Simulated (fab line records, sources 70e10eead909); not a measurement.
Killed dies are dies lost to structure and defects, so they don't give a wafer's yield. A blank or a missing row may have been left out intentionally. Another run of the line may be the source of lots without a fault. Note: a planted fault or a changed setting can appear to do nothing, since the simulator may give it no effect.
Problem report, 8D (eight disciplines) form, completed by code -- flow nandHarc -- the parts of the form that need people (team, actions taken, sign-off) are left out

== 1. WHAT IS WRONG ==
thkNm at NHARC_A_ONON_D1_THK_MEAS_08 reads a mean of 879 nm on 6 wafers of 2 lots; wafers without a fault read 1003 nm with a standard deviation of 12. That puts it -10 standard deviations away from the usual mean.
The step: measures by ellipsometry.
The first sign was on wafer L397.2 at day 15 03:13, on filmMetro-01. At this step, 33 wafers from 11 lots have a number in the record. Rule for "out" (also "out of limits"): further than 4 standard deviations from the usual mean. Any other wafer with a number is counted as sound.

== 2. WHAT IT IS, WHAT IT ISN'T ==
question,is,is not
which readings at this step,thkNm,-
which lots,"L397, L398","L379, L380, L381, L382, L383, L384, L385, L386, L387"
which wafers of those lots,all that have a number,-
read on which gauges,filmMetro-01,filmMetro-02
when,from day 15 03:13,up to then (27 sound wafers)

== 3. WHAT RULES OUT EACH SUSPECT ==
Counting: a tool at a process step up to the reading stays a suspect if it ran every lot that is out and no sound lot after the first of them.
- the gauge at NHARC_A_ONON_D1_THK_MEAS_08: kept. All the wafers that are out were read on filmMetro-01, and no step on other tools shows them out.
- rtpAnneal-01 at NHARC_P_BONDPAD_ANNEAL_28 (time 90 s): kept. It processed each lot that is out, first L397 at day 14 02:39, and no sound lot thereafter; up to then, the last sound lot it processed was L386 at day 9 22:53.
- pecvdOnon-04 at NHARC_A_ONON_D1_DEP_06 (target thk 1000 nm): kept. It processed each lot that is out, first L397 at day 15 02:46, and no sound lot thereafter; up to then, the last sound lot it processed was L387 at day 11 00:39.
rtpAnneal-01 at NHARC_P_BONDPAD_ANNEAL_28, pecvdOnon-04 at NHARC_A_ONON_D1_DEP_06 and filmMetro-01 at NHARC_A_ONON_D1_THK_MEAS_08 are what is left after counting.

== 4. THE CAUSE (what the simulator had put in) ==
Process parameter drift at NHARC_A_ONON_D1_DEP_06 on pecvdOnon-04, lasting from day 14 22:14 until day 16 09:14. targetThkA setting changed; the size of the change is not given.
This tool is one of the 3 suspects left after counting.

== 5. SEQUENCE OF EFFECTS, ordered by route ==
Each row: a reading whose mean over the struck wafers that have a number lies more than 3 standard deviations from the usual. Only readings for which the record gives a usual standard deviation are gone through. hours: the time from each lot's start at the first step in this table that gives one to its start at this step, as a median over the lots. sigmas: the change in usual standard deviations.
hours,step,reading,usual,on struck wafers,change,sigmas
0,NHARC_A_ONON_D1_THK_MEAS_08,thkNm,1003 nm,879,-124,-10

== 6. HOW IT WOULD HAVE BEEN CAUGHT EARLIER ==
In this record the first reading out of limits at a measuring or inspecting step was taken at day 15 03:13, 5 hours after the fault began at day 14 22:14.
An alarm limit of 4 standard deviations would not have fired on the tool readings at NHARC_A_ONON_D1_DEP_06 for which the record gives a usual standard deviation, since none of them was out on any struck wafer.
Of the lots that are out (2), L398 began NHARC_A_ONON_D1_DEP_06 on pecvdOnon-04 after day 15 03:13. Holding the tool at that time would have saved it.
